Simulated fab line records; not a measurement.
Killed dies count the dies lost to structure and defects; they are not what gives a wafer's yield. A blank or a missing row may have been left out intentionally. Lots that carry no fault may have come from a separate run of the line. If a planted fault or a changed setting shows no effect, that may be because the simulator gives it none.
Chamber matching | flow n5Finfet | rieSi-02 running N5_FIN_SAQP_MANDREL_ETCH_58: 4 sister chambers
The step etches a-Si in HBr/Cl2, stops on SiNx, target depth 45 nm, bt time 10 s, time 27 s. 8 wafers are shown with their chamber, then 7 later ones without.

EACH WAFER AND ITS CHAMBER
wafer  | chamber | throttleValvePct (%) | drypumpMotorCurrentA (A)
L074.3 | 0       | 35.37                | 6.0
L078.2 | 0       | 35.35                | 6.0
L085.2 | 2       | 35.56                | 5.8
L085.4 | 2       | 35.54                | 5.8
L087.2 | 1       | 36.20                | 5.5
L087.5 | 3       | 35.47                | 4.9
L090.1 | 1       | 36.20                | 5.6
L090.5 | 3       | 35.50                | 4.9

WAFERS MISSING THEIR CHAMBER
wafer  | throttleValvePct (%) | drypumpMotorCurrentA (A)
L090.6 | 35.53                | 5.8
L091.2 | 36.19                | 5.5
L091.5 | 35.33                | 6.0
L091.6 | 35.46                | 4.9
L094.2 | 35.36                | 6.0
L094.4 | 35.47                | 4.9
L094.5 | 35.52                | 5.8

CHAMBER TAKEN BY EACH
wafer  | from the rows above | in truth
L090.6 | 2                   | 2
L091.2 | 1                   | 1
L091.5 | 0                   | 0
L091.6 | 3                   | 3
L094.2 | 0                   | 0
L094.4 | 3                   | 3
L094.5 | 2                   | 2
7 of 7 placed correctly. Number that these rows cannot place: 0. 0 placed wrongly.
How it was worked out, from the rows above alone: a wafer's distance from a chamber is the root of the sum, over the readings, of the square of ((its reading less the chamber's mean) divided by the reading's scatter). If the next closest chamber is less than 2 further off than the closest, the wafer can't be placed; otherwise it belongs to the closest. The mean given for a chamber averages the wafers shown for that chamber. The scatter is the square root of a quotient: the sum, over the shown wafers, of each reading's squared deviation from its chamber's mean, divided by wafers minus chambers.
